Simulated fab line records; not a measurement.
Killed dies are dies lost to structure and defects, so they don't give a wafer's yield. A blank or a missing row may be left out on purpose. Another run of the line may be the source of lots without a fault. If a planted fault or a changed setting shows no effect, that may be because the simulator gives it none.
Split-lot study -- flow n5_finfet -- 7 lots, 21 wafers read, on a route of 1938 steps

ABOUT THE SPLIT
At N5_BEOL_M14_COAT_04 (resist thk 800 nm), the setting spin_rpm was moved away from the recipe's 1704 rpm on 7 of the 21 wafers read, by -6.9% to +6.0%. For the rest of the wafers, this setting stayed at what the recipe calls for.

Reading taken at the split's own step.

THE READING
coat_of_BEOL_M14_COAT_04.thk_nm (the simulator's own value, which no gauge read), in nm, at N5_BEOL_M14_COAT_04 (resist thk 800 nm). The file gives no usual value for it. Here, 14 wafers ran the recipe; their average is 799.7 nm with a standard deviation of 1.6 nm.

wafer,"tool, chamber at the split","spin_rpm as run, rpm",against the recipe,"coat_of_BEOL_M14_COAT_04.thk_nm, nm",against lot-mates on the recipe
L077.2,"litho_track-01, 0",1704,recipe,799.4,-
L077.4,"litho_track-01, 0",1704,recipe,799.6,-
L077.6,"litho_track-01, 0",1704,recipe,798.6,-
L081.1,"litho_track-04, 0",1704,recipe,800.2,-
L081.2,"litho_track-04, 0",1704,recipe,800,-
L081.3,"litho_track-04, 0",1704,recipe,801,-
L089.2,"litho_track-01, 0",1704,recipe,798.6,-
L089.3,"litho_track-01, 0",1704,recipe,800.8,-
L089.4,"litho_track-01, 0",1704,recipe,801,-
L087.1,"litho_track-03, 0",1704,recipe,797.2,-
L087.3,"litho_track-03, 0",1767,+3.7%,782.6,-14.6
L087.6,"litho_track-03, 0",1767,+3.7%,782.8,-14.4
L088.3,"litho_track-04, 0",1704,recipe,796.8,-
L088.4,"litho_track-04, 0",1807,+6.0%,775.2,-23.6
L088.5,"litho_track-04, 0",1704,recipe,800.8,-
L094.2,"litho_track-01, 0",1587,-6.9%,828.4,+29.8
L094.5,"litho_track-01, 0",1704,recipe,798.6,-
L094.6,"litho_track-01, 0",1587,-6.9%,829.8,+31.2
L097.1,"litho_track-01, 0",1704,recipe,803.2,-
L097.2,"litho_track-01, 0",1645,-3.5%,815.6,+12.4
L097.3,"litho_track-01, 0",1645,-3.5%,814.2,+11.0

THE FIT
A straight line over all 21 wafers: coat_of_BEOL_M14_COAT_04.thk_nm changes by -4.3 nm for each +1% of spin_rpm; r = -0.99; the points scatter about the line by 1.5 nm.
The same after taking each lot's own level away (the mean of its wafers on the recipe; 21 wafers): -4.11 nm for each +1%; r = -0.99; scatter 1.5 nm.
That fit puts the effect of the largest move of spin_rpm on the reading at 28 nm.
Measured against the standard deviation above, the lots' own levels, which go from 797.20 to 803.20 nm, span 3.7 times it.
Hence the lot-to-lot level has little effect on the slope; both slopes agree.
Check: with one of the wafers moved furthest among these (-6.9%) left out of the fit, the line predicts +27.8 nm for it against its lot-mates. Against them it came out at +29.8 nm.

THE OTHER SPLITS THESE WAFERS WENT THROUGH
Note: prior to the reading, these wafers also went through further splits. Each is held against what the fit with the lots' levels taken away leaves over:
other split on the same wafers,wafers away from the commonest value,r with coat_of_BEOL_M14_COAT_04.thk_nm (lot level and that fit taken away)
N5_BEOL_M12_SPUTTER_44 time_s,6,+0.45
N5_BEOL_M13_COAT_04 spin_rpm,9,+0.11
N5_BEOL_M14_ILD_DEP_00 time_s,7,-0.23

THE WHOLE CHAIN: every reading that the file lists as answering this split, in the file's order
step,what it does,reading,change (the file's fit),r (the file's)
N5_BEOL_M14_COAT_04,resist thk 800 nm,"coat_of_BEOL_M14_COAT_04.thk_nm (the simulator's own value, which no gauge read)",-4.08 nm for each +1% of the setting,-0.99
N5_BEOL_M14_VIA_ETCH_16,"etches SiO2 in C4F8/O2/Ar, target depth 1231.3 nm","coat_of_BEOL_M14_COAT_04.thk_nm (the simulator's own value, which no gauge read)","-4.39 nm for each +1% of the setting, in a fit together with time_s@BEOL_M14_ILD_DEP_00",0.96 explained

FILE'S OWN FIT
coat_of_BEOL_M14_COAT_04.thk_nm changes by -4.08 nm for each +1% of spin_rpm, r = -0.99.
